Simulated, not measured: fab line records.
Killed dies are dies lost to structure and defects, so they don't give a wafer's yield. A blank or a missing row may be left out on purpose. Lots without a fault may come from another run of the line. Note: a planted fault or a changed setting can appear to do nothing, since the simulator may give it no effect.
Which tool did it? || flow n5Finfet || at 1 step of a route of 1938, 12 lots with 34 wafers sampled

## WHAT EACH GAUGE READ, for each wafer
N5_BEOL_M6_CD_MEAS_35: target cd 40 nm, target cd y 28 nm.
{"lot": "L168", "measured": "day 8 16:59", "on": "cdSem-02", "cdNm (nm)": "39.8 38.9 40.2"}
{"lot": "L166", "measured": "day 9 04:04", "on": "cdSem-01", "cdNm (nm)": "39.2 38.6 40.1"}
{"lot": "L167", "measured": "day 9 07:43", "on": "cdSem-02", "cdNm (nm)": "39.2 39.2 40.1"}
{"lot": "L170", "measured": "day 10 01:35", "on": "cdSem-02", "cdNm (nm)": "39.4 39.5"}
{"lot": "L173", "measured": "day 10 05:34", "on": "cdSem-02", "cdNm (nm)": "39.4 39.2 39.0"}
{"lot": "L172", "measured": "day 10 07:29", "on": "cdSem-03", "cdNm (nm)": "40.9 39.3 39.6"}
{"lot": "L177", "measured": "day 11 10:55", "on": "cdSem-02", "cdNm (nm)": "38.8 39.5 39.2"}
{"lot": "L178", "measured": "day 11 15:25", "on": "cdSem-01", "cdNm (nm)": "40.3 39.8 39.6"}
{"lot": "L184", "measured": "day 13 13:18", "on": "cdSem-01", "cdNm (nm)": "40.1 39.0 39.8"}
{"lot": "L187", "measured": "day 13 23:49", "on": "cdSem-01", "cdNm (nm)": "39.4 40.8 39.4"}
{"lot": "L188", "measured": "day 14 06:30", "on": "cdSem-01", "cdNm (nm)": "39.4 39.1 40.0"}
{"lot": "L189", "measured": "day 14 06:59", "on": "cdSem-01", "cdNm (nm)": "40.2 39.9"}

## WHAT TOOL EACH LOT RAN ON (gives the tool, then ch and the chambers of the sampled wafers, and finally the start)
The record shows no process step preceding these readings.

## WHAT THE TOOLS THEMSELVES READ (means of the sampled wafers that have a number; where no wafer has one, the mark that the record gives instead)
The record holds no such reading with a usual standard deviation.

## THE ANSWER, worked out from the rows above alone
Rule: usual is defined by the lots themselves. Put in order of their means at a reading, lots are off if they are a third of the lots or fewer, leave a main group of 4 or more, and stand apart from it by a gap of 3 or more times the standard deviation of the main group's means; of several such gaps the widest counts. The tables above print the reading to a certain number of digits; a main group whose means all agree to those digits is not used. Also off: a lot with no number at a reading for which 4 or more lots have one. All remaining lots with rows at the step are treated as sound. Order of review: gauges by route order, followed by the tools' own readings, for which a lot's mean as printed above is used. The first step at which some lot is off is used, and at that step the reading that is off furthest; a lot without a number counts as furthest.
No lot is off at any reading shown: from this, nothing can be told.

## WHAT HAD BEEN PUT IN BY THE SIMULATOR
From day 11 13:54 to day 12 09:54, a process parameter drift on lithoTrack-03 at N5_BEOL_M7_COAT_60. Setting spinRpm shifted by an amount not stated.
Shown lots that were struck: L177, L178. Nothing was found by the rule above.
